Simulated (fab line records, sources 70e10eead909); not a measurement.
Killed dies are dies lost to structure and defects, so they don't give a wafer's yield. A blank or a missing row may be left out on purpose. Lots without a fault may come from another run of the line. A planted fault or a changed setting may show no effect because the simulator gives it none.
Chamber matching | flow nand_harc | NHARC_A_M1_DEP_33 on pecvd-04: 3 sister chambers
The step deposits SiCN, target thk 30 nm. 16 wafers are shown with their chamber, then 8 later ones without.

WAFERS WITH THEIR CHAMBER
wafer  | chamber | showerhead_vpp_V (V) | heater_power_w (W) | heater_power_outer_w (W)
L322.1 | 0       | 1263                 | 445                | 262
L322.5 | 2       | 1393                 | 513                | 309
L322.6 | 0       | 1263                 | 447                | 266
L324.1 | 0       | 1263                 | 424                | 244
L324.4 | 0       | 1246                 | 429                | 247
L324.6 | 2       | 1382                 | 430                | 259
L323.1 | 2       | 1388                 | 546                | 338
L323.4 | 2       | 1359                 | 549                | 338
L323.6 | 0       | 1254                 | 455                | 269
L326.1 | 1       | 1229                 | 831                | 545
L326.3 | 2       | 1359                 | 524                | 321
L326.4 | 1       | 1223                 | 812                | 513
L331.1 | 2       | 1376                 | 509                | 316
L331.4 | 1       | 1243                 | 808                | 526
L331.6 | 0       | 1250                 | 468                | 276
L338.1 | 1       | 1241                 | 691                | 438

SIGNATURES (means of the wafers above)
reading              | chamber 0 | chamber 1 | chamber 2 | scatter within a chamber
showerhead_vpp_V     | 1256.50   | 1234.00   | 1376.17   | 11.1
heater_power_w       | 444.67    | 785.50    | 511.83    | 42
heater_power_outer_w | 260.67    | 505.50    | 313.50    | 29.9
Rule: a wafer's distance from a chamber is the root of the sum, over the readings, of the square of ((its reading less the chamber's mean) divided by the reading's scatter). The wafer belongs to the nearest chamber; if the next one is less than 2 further off, it can't be placed. The scatter: the root of (the sum of the squares of (reading less its chamber's mean) over the shown wafers, divided by (wafers less chambers)).

WAFERS WITHOUT THEIR CHAMBER
wafer  | showerhead_vpp_V (V) | heater_power_w (W) | heater_power_outer_w (W)
L338.2 | 1268                 | 410                | 239
L338.3 | 1397                 | 530                | 334
L340.1 | 1254                 | 722                | 450
L340.2 | 1375                 | 515                | 305
L340.6 | 1369                 | 516                | 309
L342.1 | 1400                 | 530                | 315
L342.3 | 1265                 | 408                | 240
L342.6 | 1231                 | 776                | 505

WHICH CHAMBER EACH WENT THROUGH
wafer  | from the rows above | in truth
L338.2 | 0                   | 0
L338.3 | 2                   | 2
L340.1 | 1                   | 1
L340.2 | 2                   | 2
L340.6 | 2                   | 2
L342.1 | 2                   | 2
L342.3 | 0                   | 0
L342.6 | 1                   | 1
Placed correctly: 8 of 8. Can't be placed from these rows: 0. Placed wrongly: 0.
